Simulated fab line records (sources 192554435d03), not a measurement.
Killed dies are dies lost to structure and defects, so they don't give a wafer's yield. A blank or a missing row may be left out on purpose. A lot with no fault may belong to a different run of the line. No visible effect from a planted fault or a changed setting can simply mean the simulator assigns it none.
fab line records	flow n5_finfet
[record] lots = 9	wafers = 27	last_day = 17
route steps=1938 shown WELL_APT@32 PMOS_HMC_CHANNEL_EPI@57 PASSIVATION@1936
lots untouched by any fault: they come from a run of this same line in which no faults occurred
start_h: the number of hours between the record's first day and the start of the first shown wafer of the lot	wait_h: hours from the lot's prior step to this one	" identical to the entry in the row above	L1.1+2: one row covering several wafers at once	- no value present, or no start provided	* or withheld: withheld	< > ~ a bound
route shown NAME@n: a module of which the file shows steps, and the number in the route of the first	usual: mean and standard deviation over wafers with no fault	same: alike in all rows	chamber/n: place in a boat	sites: per-site readings	_std_site: standard deviation of those values	_edge_site: the outer-site mean with the inner-site mean subtracted	radius_mm: for every site, how far away it sits from the centre of the wafer	mask NAME#n: copy n	behind: the tool/chamber that last shaped the wafer	hold: why the lot went on hold/how many hours it stayed there/how the hold came to an end	device: the transistor (n, p or np) that didn't switch	end of line: the tests these same wafers got at the end of their route	a step without rows: its recipe alone	killed: not the wafer's yield, but the dies lost to structure and defects at the first sort	map: the dies of a wafer, with x for killed, . for not killed, _ for no die there
set.NAME: the run value of the setting; set.NAME@STEP: its run value at that earlier step	model.NAME: the simulator's own value behind a step, which no gauge read
a sample of lots followed through the steps of the route, with each step as a table and each wafer as a row
services: the hour from which a tool's chamber was out of use, counted from the record's first day as start_h (under 0 if before that day), plus the number of hours and why
[[steps]]
[step N5_WELL_APT_IMPLANT_14]
[recipe] species = P	energy_kev = 160	dose_cm2 = 1.5e+13	tilt_deg = 0	rotation_deg = 0
[usual] dose_ions_cm2 = 1.5e+13/1.5e+10	faraday_current_uA = 190/3.7	rotation_deg = 0.000/0.018
lot.wafer	tool	chamber	start_h	wait_h	dose_ions_cm2	faraday_current_uA	rotation_deg
L642.1	implanter-01	0	19.99	0.1	1.5004e+13	189	-0.001
L642.3	"	0	"	"	1.5003e+13	182	0.014
L642.6	"	0	"	"	1.4994e+13	196	0.000
L643.1	implanter-02	0	26.54	0.1	1.5018e+13	183	-0.043
L643.3	"	0	"	"	1.4987e+13	197	0.000
L643.5	"	0	"	"	1.4984e+13	185	0.003
L646.2	implanter-02	0	44.03	0.1	1.4962e+13	192	-0.004
L646.4	"	0	"	"	1.4991e+13	200	0.000
L646.5	"	0	"	"	1.498e+13	190	0.021
L648.3	implanter-02	0	56.05	0.1	1.5006e+13	194	-0.002
L648.4	"	0	"	"	1.4993e+13	186	-0.019
L648.5	"	0	"	"	1.4981e+13	186	0.001
L649.2	implanter-02	0	62.04	0.1	1.499e+13	192	0.002
L649.3	"	0	"	"	1.498e+13	187	-0.009
L649.6	"	0	"	"	1.498e+13	195	0.005
L651.4	implanter-01	0	74.09	0.2	1.5005e+13	197	0.040
L651.5	"	0	"	"	1.4989e+13	190	0.042
L651.6	"	0	"	"	1.5021e+13	190	0.013
L652.2	implanter-02	0	79.90	0.1	1.4995e+13	182	0.012
L652.4	"	0	"	"	1.5022e+13	190	-0.023
L652.5	"	0	"	"	1.5032e+13	196	-0.033
L659.1	implanter-01	0	121.97	0.1	8.241e+12	104	0.019
L659.2	"	0	"	"	8.261e+12	105	0.028
L659.3	"	0	"	"	8.23e+12	103	-0.009
L661.1	implanter-01	0	134.01	0.1	8.245e+12	103	0.031
L661.4	"	0	"	"	8.234e+12	103	0.000
L661.6	"	0	"	"	8.25e+12	107	-0.001
[step N5_WELL_APT_DESCUM_30]
[recipe] chemistry = O2	time_s = 7.9	source_power_w = 50	bias_power_w = 20	pressure_mtorr = 20	rf_frequency_hz = 2.712e+07	temp_c = 40	o2_flow_sccm = 225
[usual] drypump_motor_current_A = 5.8/0.35	oes_product_au = 0.80/0.085	rf_vpp_V = 243.8/1.4	showerhead_plenum_p_Torr = 2.14/0.067	throttle_valve_pct = 20.41/0.25
lot.wafer	tool	chamber	start_h	wait_h	drypump_motor_current_A	oes_product_au	rf_hours_counter_h	rf_vpp_V	showerhead_plenum_p_Torr	throttle_valve_pct
L642.1	rie_diel-05	0	21.02	0.0	5.6	0.69	245	242.2	1.97	20.42
L642.3	"	1	"	"	5.5	0.75	127	245.0	2.19	20.44
L642.6	"	1	"	"	5.5	0.76	-	245.8	2.19	20.46
L643.1	rie_diel-04	0	28.03	0.5	6.3	0.75	172	244.5	2.19	20.51
L643.3	"	1	"	"	6.5	0.71	190	245.9	2.17	20.64
L643.5	"	3	"	"	6.2	0.80	-	242.7	2.10	20.59
L646.2	rie_diel-04	0	45.02	0.0	6.3	0.74	178	243.8	2.18	20.50
L646.4	"	3	"	"	6.3	0.79	128	242.2	2.09	20.60
L646.5	"	1	"	"	6.4	0.70	-	244.0	2.17	20.65
L648.3	rie_diel-05	2	57.12	0.1	5.5	0.95	-	244.0	2.14	20.26
L648.4	"	1	"	"	5.5	0.74	-	243.7	2.19	20.45
L648.5	"	2	"	"	5.5	0.96	-	245.5	2.14	20.28
L649.2	rie_diel-04	3	63.74	0.7	6.3	0.79	134	242.9	2.09	20.62
L649.3	"	1	"	"	6.5	0.71	203	244.5	2.17	20.67
L649.6	"	0	"	"	6.3	0.74	-	244.5	2.18	20.52
L651.4	rie_diel-05	2	75.19	0.0	5.5	0.91	17	245.0	2.14	20.30
L651.5	"	3	"	"	5.8	0.91	-	243.8	2.06	20.32
L651.6	"	0	"	"	5.7	0.95	-	245.2	2.23	20.01
L652.2	rie_diel-05	0	80.89	0.0	5.6	0.95	5	246.6	2.23	20.03
L652.4	"	3	"	"	5.8	0.90	19	241.1	2.06	20.32
L652.5	"	1	"	"	5.5	0.74	-	244.6	2.18	20.47
L659.1	rie_diel-03	1	123.18	0.2	5.4	0.76	146	242.0	2.01	19.99
L659.2	"	0	"	"	5.7	0.70	214	245.7	2.16	20.70
L659.3	"	2	"	"	5.8	0.92	29	245.8	2.23	20.09
L661.1	rie_diel-03	3	135.04	0.0	5.5	0.74	165	244.1	2.09	20.77
L661.4	"	3	"	"	5.5	0.73	-	244.0	2.09	20.78
L661.6	"	1	"	"	5.4	0.76	-	241.2	2.01	19.99
[step N5_WELL_APT_RTA_34]
[recipe] temp_c = 1000	time_s = 10	ambient = N2	idle_temp_c = 600	ramp_up_c_per_s = 150	ramp_down_c_per_s = 60	cool_to_c = 600
[usual] lamp_power_pct = 13.00/0.052	lamp_zone_1_pct = 13.000/0.026	lamp_zone_2_pct = 12.997/0.028	lamp_zone_3_pct = 12.99/0.032	lamp_zone_4_pct = 12.994/0.028	lamp_zone_5_pct = 12.997/0.028	lamp_zone_6_pct = 12.921/0.026	lamp_zone_7_pct = 13.425/0.029	wafer_temp_C_max = 1003.7/1.2
lot.wafer	tool	chamber	start_h	wait_h	lamp_power_pct	lamp_zone_1_pct	lamp_zone_2_pct	lamp_zone_3_pct	lamp_zone_4_pct	lamp_zone_5_pct	lamp_zone_6_pct	lamp_zone_7_pct	wafer_temp_C_max
L642.1	rtp_anneal-02	0	21.93	0.2	12.98	12.962	12.969	13.03	12.954	13.030	12.894	13.443	1002.2
L642.3	"	0	"	"	12.92	13.029	12.971	12.95	12.983	12.979	12.952	13.429	1003.6
L642.6	"	0	"	"	13.04	12.977	12.995	13.00	12.993	13.024	12.939	13.438	1003.0
L643.1	rtp_anneal-02	0	29.15	0.4	12.96	13.006	13.028	12.99	12.992	13.013	12.922	13.361	1003.0
L643.3	"	0	"	"	13.02	13.003	13.030	13.01	13.040	12.993	12.915	13.425	1003.5
L643.5	"	0	"	"	12.95	12.970	12.974	13.04	13.016	12.966	12.935	13.415	1002.5
L646.2	rtp_anneal-01	0	45.81	0.0	13.03	13.014	12.994	13.02	12.994	13.011	12.910	13.390	1002.1
L646.4	"	0	"	"	13.09	12.989	13.030	13.04	12.975	12.997	12.915	13.404	1003.4
L646.5	"	0	"	"	13.01	13.009	12.982	13.01	12.981	13.040	12.888	13.395	1003.2
L648.3	rtp_anneal-02	0	57.92	0.1	12.98	12.949	12.999	13.00	12.948	13.011	12.960	13.420	1002.0
L648.4	"	0	"	"	12.94	13.062	13.002	13.01	12.988	12.954	12.957	13.425	1002.8
L648.5	"	0	"	"	12.97	12.978	13.001	12.99	13.023	12.989	12.911	13.462	1002.5
L649.2	rtp_anneal-02	0	64.74	0.2	13.02	12.964	13.002	12.96	12.992	13.051	12.898	13.460	1003.4
L649.3	"	0	"	"	12.96	12.974	13.003	13.00	13.027	12.984	12.890	13.395	1003.5
L649.6	"	0	"	"	13.07	13.021	12.965	13.03	13.009	12.958	12.934	13.425	1002.6
L651.4	rtp_anneal-01	0	76.16	0.2	13.06	13.026	12.939	13.03	13.008	12.995	12.958	13.440	1004.9
L651.5	"	0	"	"	13.03	13.022	13.006	12.94	12.979	13.023	12.875	13.442	1004.2
L651.6	"	0	"	"	13.04	12.993	13.027	13.06	13.053	13.025	12.885	13.386	1004.6
L652.2	rtp_anneal-02	0	81.68	0.1	13.00	12.988	13.010	12.98	13.021	12.991	12.942	13.407	1006.1
L652.4	"	0	"	"	12.95	12.984	13.033	13.00	12.992	12.965	12.913	13.479	1002.5
L652.5	"	0	"	"	13.08	12.995	13.000	12.99	12.978	13.030	12.900	13.463	1004.9
L659.1	rtp_anneal-01	0	124.00	0.1	13.51	13.438	13.448	13.42	13.473	13.442	13.420	13.923	1003.5
L659.2	"	0	"	"	13.46	13.467	13.480	13.43	13.445	13.421	13.328	13.862	1004.4
L659.3	"	0	"	"	13.54	13.408	13.453	13.45	13.461	13.460	13.386	13.873	1004.2
L661.1	rtp_anneal-01	0	136.25	0.5	13.46	13.494	13.478	13.48	13.451	13.497	13.348	13.882	1005.1
L661.4	"	0	"	"	13.43	13.513	13.518	13.42	13.481	13.412	13.396	13.835	1003.9
L661.6	"	0	"	"	13.43	13.450	13.433	13.46	13.488	13.393	13.369	13.903	1003.3
[step N5_PMOS_HMC_CHANNEL_EPI_HM_DEP_34]
[recipe] material = SiO2	target_thk_a = 360	temp_c = 400	precursor = TEOS/O2	pressure_torr = 6.5	rf_w = 900	teos_flow_sccm = 161.4	gas = O2	flow_sccm = 2650	time_s = 6.9
[usual] heater_power_w = 510/56	showerhead_plenum_p_Torr = 8.343/0.027	throttle_valve_pct = 19.2/1.1
lot.wafer	tool	chamber	start_h	wait_h	heater_power_w	showerhead_plenum_p_Torr	throttle_valve_pct
L642.1	pecvd-02	2	22.85	0.0	472	8.307	18.2
L642.3	"	1	"	"	525	8.364	20.8
L642.6	"	0	"	"	528	8.280	19.6
L643.1	pecvd-01	1	30.26	0.0	535	8.358	20.1
L643.3	"	0	"	"	439	8.374	18.9
L643.5	"	0	"	"	445	8.370	18.9
L646.2	pecvd-04	1	46.70	0.0	594	8.344	19.7
L646.4	"	1	"	"	564	8.336	19.8
L646.5	"	0	"	"	397	8.363	19.2
L648.3	pecvd-04	0	58.80	0.0	452	8.357	19.3
L648.4	"	2	"	"	492	8.344	16.9
L648.5	"	1	"	"	614	8.332	19.5
L649.2	pecvd-04	1	65.63	0.0	612	8.337	19.7
L649.3	"	2	"	"	401	8.383	16.6
L649.6	"	1	"	"	628	8.319	20.0
L651.4	pecvd-04	0	77.23	0.0	483	8.366	19.6
L651.5	"	0	"	"	488	8.364	19.5
L651.6	"	1	"	"	533	8.357	19.5
L652.2	pecvd-04	2	82.78	0.0	510	8.363	16.5
L652.4	"	0	"	"	502	8.381	19.5
L652.5	"	2	"	"	507	8.361	16.5
L659.1	pecvd-02	2	124.91	0.0	506	8.315	18.4
L659.2	"	1	"	"	531	8.364	20.5
L659.3	"	0	"	"	458	8.277	19.7
L661.1	pecvd-01	0	137.18	0.0	518	8.382	18.9
L661.4	"	0	"	"	524	8.329	18.7
L661.6	"	0	"	"	536	8.382	18.9
[step N5_PMOS_HMC_CHANNEL_EPI_DESCUM_14]
[recipe] chemistry = O2	time_s = 7.9	source_power_w = 50	bias_power_w = 20	pressure_mtorr = 20	rf_frequency_hz = 2.712e+07	temp_c = 40	resist = CAR-ArF-block	o2_flow_sccm = 225
[usual] drypump_motor_current_A = 5.7/0.53	oes_product_au = 0.81/0.09	rf_vpp_V = 243.0/1.3	showerhead_plenum_p_Torr = 2.09/0.066	throttle_valve_pct = 20.31/0.19
lot.wafer	tool	chamber	start_h	wait_h	drypump_motor_current_A	oes_product_au	rf_hours_counter_h	rf_vpp_V	showerhead_plenum_p_Torr	throttle_valve_pct
L642.1	rie_diel-01	2	23.35	0.0	4.9	0.91	25	242.5	2.06	20.18
L642.3	"	0	"	"	5.8	0.79	100	244.3	2.20	20.49
L642.6	"	3	"	"	4.7	0.88	-	243.8	2.05	20.20
L643.1	rie_diel-01	3	30.89	0.2	4.7	0.87	53	242.4	2.04	20.19
L643.3	"	0	"	"	5.7	0.79	102	244.7	2.20	20.50
L643.5	"	2	"	"	5.0	0.88	-	242.8	2.06	20.18
L646.2	rie_diel-06	0	47.58	0.4	5.8	0.69	235	242.9	2.08	20.58
L646.4	"	1	"	"	6.6	0.95	14	245.8	2.22	20.34
L646.5	"	2	"	"	5.7	0.73	-	242.8	2.08	20.16
L648.3	rie_diel-06	1	59.29	0.0	6.6	0.94	18	245.8	2.22	20.34
L648.4	"	2	"	"	5.7	0.72	184	243.7	2.08	20.15
L648.5	"	2	"	"	5.7	0.72	-	242.7	2.08	20.17
L649.2	rie_diel-06	3	66.12	0.0	5.9	0.93	12	244.2	2.06	20.14
L649.3	"	2	"	"	5.6	0.71	185	241.9	2.08	20.15
L649.6	"	2	"	"	5.7	0.71	-	243.3	2.08	20.16
L651.4	rie_diel-06	1	77.82	0.1	6.6	0.93	24	244.8	2.22	20.33
L651.5	"	1	"	"	6.6	0.94	-	244.4	2.22	20.35
L651.6	"	0	"	"	5.8	0.67	-	242.7	2.07	20.60
L652.2	rie_diel-01	2	83.48	0.2	4.9	0.85	43	241.1	2.06	20.21
L652.4	"	0	"	"	5.7	0.77	119	245.7	2.19	20.52
L652.5	"	3	"	"	4.7	0.85	-	241.9	2.04	20.21
L659.1	rie_diel-06	2	125.27	0.0	5.7	0.71	203	242.2	2.07	20.18
L659.2	"	3	"	"	5.9	0.88	30	242.9	2.05	20.19
L659.3	"	1	"	"	6.6	0.91	37	246.3	2.21	20.35
L661.1	rie_diel-01	2	137.72	0.1	5.0	0.83	61	241.4	2.05	20.23
L661.4	"	1	"	"	5.8	0.76	138	241.5	2.01	20.11
L661.6	"	0	"	"	5.7	0.76	-	243.0	2.19	20.54
[step N5_PASSIVATION_PROBE_49]
[usual] killed_at_M0_to_M3 = 35/11	killed_at_M4_up = 14/5.4	killed_at_contacts = 12/6.2	killed_at_front_end = 38/11	killed_at_other = 4.1/2.8	killed_dies = 103/17	killed_open = 66/13	killed_short = 34/8.2
[same] gross_dies = 1180	killed_at_back_side = 0
lot.wafer	tool	chamber	start_h	wait_h	killed_at_M0_to_M3	killed_at_M4_up	killed_at_contacts	killed_at_front_end	killed_at_other	killed_dies	killed_open	killed_short
L642.1	prober-02	-	266.51	0.0	39	23	16	28	1	107	77	28
L642.3	prober-02	-	266.61	0.1	57	21	13	48	5	144	93	47
L642.6	prober-02	-	266.76	0.3	30	19	10	48	2	109	75	26
L648.3	prober-01	-	306.74	0.1	54	28	29	28	2	141	95	40
L648.4	prober-01	-	306.79	0.2	48	18	17	32	8	123	80	41
L648.5	prober-01	-	306.84	0.2	47	24	11	42	7	131	89	38
L651.4	prober-02	-	334.24	0.2	22	11	11	33	16	93	49	42
L651.5	prober-02	-	334.29	0.2	27	13	12	66	8	126	79	44
L651.6	prober-02	-	334.34	0.3	25	9	20	40	1	95	55	38
L652.2	prober-01	-	342.72	0.1	24	17	4	40	4	89	63	25
L652.4	prober-01	-	342.82	0.2	35	35	13	41	6	130	89	39
L652.5	prober-01	-	342.87	0.2	44	10	10	46	1	111	79	30
L659.1	prober-02	-	386.82	0.0	37	10	6	47	5	105	67	37
L659.2	prober-02	-	386.87	0.1	28	9	6	31	3	77	52	24
L659.3	prober-02	-	386.92	0.1	42	11	2	33	9	97	65	29
L661.1	prober-01	-	410.42	0.0	40	11	15	42	4	112	74	38
L661.4	prober-01	-	410.57	0.2	75	8	17	50	2	152	93	59
L661.6	prober-01	-	410.67	0.3	46	10	7	33	5	101	68	27
// killed by level:class
L642.1 STI_FIN_REVEAL:geometric_particle:open=13 MOL_CONTACT_COAG:geometric_particle:open=13 BEOL_M4:geometric_particle:open=13 BEOL_M1:geometric_particle:open=9 BEOL_M2:geometric_particle:open=7 BEOL_M0_SAQP:geometric_particle:open=6 BEOL_M3:geometric_particle:open=6 STI_FIN_REVEAL:geometric_particle:short=4
L642.3 BEOL_M3:geometric_particle:open=13 STI_FIN_REVEAL:geometric_particle:open=11 MOL_CONTACT_COAG:geometric_particle:open=10 BEOL_M0_SAQP:geometric_particle:open=9 BEOL_M0_SAQP:geometric_particle:short=9 FIN_SAQP:geometric_particle:short=8 BEOL_M4:geometric_particle:open=8 BEOL_M1:geometric_particle:open=7
L642.6 STI_FIN_REVEAL:geometric_particle:open=18 MOL_CONTACT_COAG:geometric_particle:open=10 FIN_SAQP:geometric_particle:open=7 BEOL_M1:geometric_particle:open=7 FIN_SAQP:geometric_particle:short=6 BEOL_M0_SAQP:geometric_particle:short=5 BEOL_M4:geometric_particle:open=5 BEOL_M3:geometric_particle:open=4
L648.3 MOL_CONTACT_COAG:geometric_particle:open=21 BEOL_M4:geometric_particle:open=17 BEOL_M0_SAQP:geometric_particle:open=16 BEOL_M0_SAQP:geometric_particle:short=12 MOL_CONTACT_COAG:geometric_particle:short=8 BEOL_M1:geometric_particle:open=8 STI_FIN_REVEAL:geometric_particle:open=7 FIN_SAQP:geometric_particle:short=4
L648.4 BEOL_M0_SAQP:geometric_particle:short=15 MOL_CONTACT_COAG:geometric_particle:open=13 BEOL_M0_SAQP:geometric_particle:open=10 BEOL_M3:geometric_particle:open=10 BEOL_M4:geometric_particle:open=10 FIN_SAQP:geometric_particle:open=8 STI_FIN_REVEAL:geometric_particle:open=8 GATE_CUT:geometric_particle:short=8
L648.5 FIN_SAQP:geometric_particle:short=12 BEOL_M0_SAQP:geometric_particle:open=12 MOL_CONTACT_COAG:geometric_particle:open=10 BEOL_M2:geometric_particle:open=10 BEOL_M3:geometric_particle:open=7 FIN_SAQP:geometric_particle:open=6 BEOL_M0_SAQP:geometric_particle:short=6 BEOL_M4:geometric_particle:open=6
L651.4 FIN_SAQP:geometric_particle:short=16 MOL_CONTACT_COAG:geometric_particle:open=10 PASS1_DEP:geometric_particle:open=5 FIN_SAQP:geometric_particle:open=4 STI_FIN_REVEAL:geometric_particle:open=4 BEOL_M0:geometric_particle:short=3 BEOL_M0:geometric_particle:open=3 BEOL_M3:geometric_particle:open=3
L651.5 STI_FIN_REVEAL:geometric_particle:open=17 MOL_CONTACT_COAG:geometric_particle:open=10 FIN_SAQP:geometric_particle:short=9 BEOL_M1:geometric_particle:open=9 DUMMY_GATE:geometric_particle:open=9 GATE_CUT:geometric_particle:short=8 FIN_SAQP:geometric_particle:open=6 GATE_CUT:geometric_particle:open=5
L651.6 FIN_SAQP:geometric_particle:open=9 FIN_SAQP:geometric_particle:short=9 MOL_CONTACT_COAG:geometric_particle:open=9 MOL_CONTACT_COAG:geometric_particle:short=9 BEOL_M1:geometric_particle:open=8 STI_FIN_REVEAL:geometric_particle:open=6 BEOL_M0_SAQP:geometric_particle:short=6 BEOL_M1:geometric_particle:short=5
L652.2 BEOL_M4:geometric_particle:open=10 STI_FIN_REVEAL:geometric_particle:open=9 FIN_SAQP:geometric_particle:short=8 BEOL_M2:geometric_particle:open=8 BEOL_M1:geometric_particle:open=6 DUMMY_GATE:geometric_particle:open=5 GATE_CUT:geometric_particle:open=4 BEOL_M4:geometric_particle:short=4
L652.4 BEOL_M4:geometric_particle:open=23 MOL_CONTACT_COAG:geometric_particle:open=11 STI_FIN_REVEAL:geometric_particle:open=9 BEOL_M0_SAQP:geometric_particle:open=9 BEOL_M0_SAQP:geometric_particle:short=9 GATE_CUT:geometric_particle:short=6 BEOL_M4:geometric_particle:short=6 BEOL_M3:geometric_particle:open=5
L652.5 STI_FIN_REVEAL:geometric_particle:open=21 BEOL_M3:geometric_particle:open=12 BEOL_M0_SAQP:geometric_particle:short=10 MOL_CONTACT_COAG:geometric_particle:open=9 FIN_SAQP:geometric_particle:short=7 BEOL_M2:geometric_particle:open=6 FIN_SAQP:geometric_particle:open=5 BEOL_M0_SAQP:geometric_particle:open=5
L659.1 FIN_SAQP:geometric_particle:open=17 FIN_SAQP:geometric_particle:short=7 BEOL_M0_SAQP:geometric_particle:open=7 BEOL_M2:geometric_particle:open=7 MOL_CONTACT_COAG:geometric_particle:open=6 DUMMY_GATE:geometric_particle:open=5 BEOL_M0_SAQP:geometric_particle:short=5 BEOL_M1:geometric_particle:open=5
L659.2 FIN_SAQP:geometric_particle:open=10 BEOL_M2:geometric_particle:open=10 FIN_SAQP:geometric_particle:short=8 GATE_CUT:geometric_particle:open=5 MOL_CONTACT_COAG:geometric_particle:open=5 BEOL_M0_SAQP:geometric_particle:open=5 BEOL_M0_SAQP:geometric_particle:short=5 BEOL_M4:geometric_particle:open=5
L659.3 BEOL_M2:geometric_particle:open=15 BEOL_M0_SAQP:geometric_particle:short=9 BEOL_M0_SAQP:geometric_particle:open=8 STI_FIN_REVEAL:geometric_particle:open=7 GATE_CUT:geometric_particle:short=5 STARTING-WAFER:geometric_particle:open=5 FIN_SAQP:geometric_particle:short=4 BEOL_M3:geometric_particle:open=4
L661.1 BEOL_M0_SAQP:geometric_particle:open=15 MOL_CONTACT_COAG:geometric_particle:open=12 BEOL_M0_SAQP:geometric_particle:short=12 GATE_CUT:geometric_particle:short=11 GATE_CUT:geometric_particle:open=8 FIN_SAQP:geometric_particle:open=7 BEOL_M4:geometric_particle:open=6 DUMMY_GATE:geometric_particle:open=4
L661.4 BEOL_M0_SAQP:geometric_particle:open=25 BEOL_M0_SAQP:geometric_particle:short=24 MOL_CONTACT_COAG:geometric_particle:open=12 FIN_SAQP:geometric_particle:open=10 STI_FIN_REVEAL:geometric_particle:open=8 BEOL_M3:geometric_particle:open=8 DUMMY_GATE:geometric_particle:open=7 FIN_SAQP:geometric_particle:short=6
L661.6 BEOL_M0_SAQP:geometric_particle:open=15 BEOL_M0_SAQP:geometric_particle:short=9 BEOL_M1:geometric_particle:open=9 BEOL_M3:geometric_particle:open=7 FIN_SAQP:geometric_particle:open=5 FIN_SAQP:geometric_particle:short=4 DUMMY_GATE:geometric_particle:open=4 MOL_CONTACT_COAG:geometric_particle:open=4
[[services]]
tool	chamber	start_h	hours	kind
implanter-02	-	-0.73	1.2	repair
rie_diel-06	3	3.69	-	clean
rie_diel-06	3	3.69	-	consumable_replace:focus_ring
rie_diel-06	3	3.69	17.7	scheduled_down
implanter-01	-	7.91	4.2	pm
rie_diel-04	2	14.12	5.1	repair
implanter-01	-	23.98	0.8	repair
implanter-01	-	31.77	17.7	repair
rie_diel-01	-	40.32	0.4	repair
rie_diel-05	3	55.27	10.0	repair
implanter-01	-	60.17	4.3	repair
rie_diel-04	2	65.79	6.7	repair
pecvd-02	-	70.15	1.5	repair
pecvd-02	0	73.14	8.3	repair
implanter-01	-	75.08	5.7	repair
rie_diel-01	3	89.53	8.7	repair
rie_diel-03	3	95.34	22.6	repair
rie_diel-01	3	103.31	18.9	repair
rie_diel-03	0	103.91	18.7	repair
rie_diel-03	-	112.50	2.8	repair
rie_diel-06	0	115.84	5.3	repair
rie_diel-04	2	116.92	6.0	repair
rie_diel-06	1	128.14	16.7	repair
pecvd-04	-	133.72	14.6	pm
[[key]]
[first_sign] step = N5_WELL_APT_IMPLANT_14	reading = dose_ions_cm2	direction = down	sigmas = 99+	usual = 1.5e+13	struck = 8.243e+12
[effect] step = N5_WELL_APT_IMPLANT_14	reading = faraday_current_uA	direction = down	sigmas = 23	usual = 190	struck = 104
[effect] step = N5_WELL_APT_RTA_34	reading = lamp_zone_1_pct	direction = up	sigmas = 17	usual = *	struck = *
met_at N5_WELL_APT_IMPLANT_14,N5_WELL_APT_RTA_34
struck_lots L659,L661
tester_left_out L659,L661
not_acting_at N5_WELL_APT_DESCUM_30,N5_PMOS_HMC_CHANNEL_EPI_HM_DEP_34,N5_PMOS_HMC_CHANNEL_EPI_DESCUM_14
onset_between 76.16 121.97
[fault] kind = process_parameter_drift	tool = implanter-01	chamber = -	onset_h = 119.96	steps = N5_WELL_APT_IMPLANT_14	channel = dose_cm2	offset = -6.7488e+12	shape = step	end_h = 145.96	acts_in = these_recipes_only	stated = 1.5e+13
[fault] kind = process_parameter_drift	tool = rtp_anneal-01	chamber = -	onset_h = 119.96	steps = N5_WELL_APT_RTA_34	channel = time_s	offset = *	shape = step	end_h = 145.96	acts_in = *	stated = *
// tester_left_out: of these lots the tester's yield and bins aren't shown, on N5 and GAA mostly nor the transistor test; their killed dies are dies lost to structure and defects alone, not to doping, threshold or leakage, so they don't give the yield
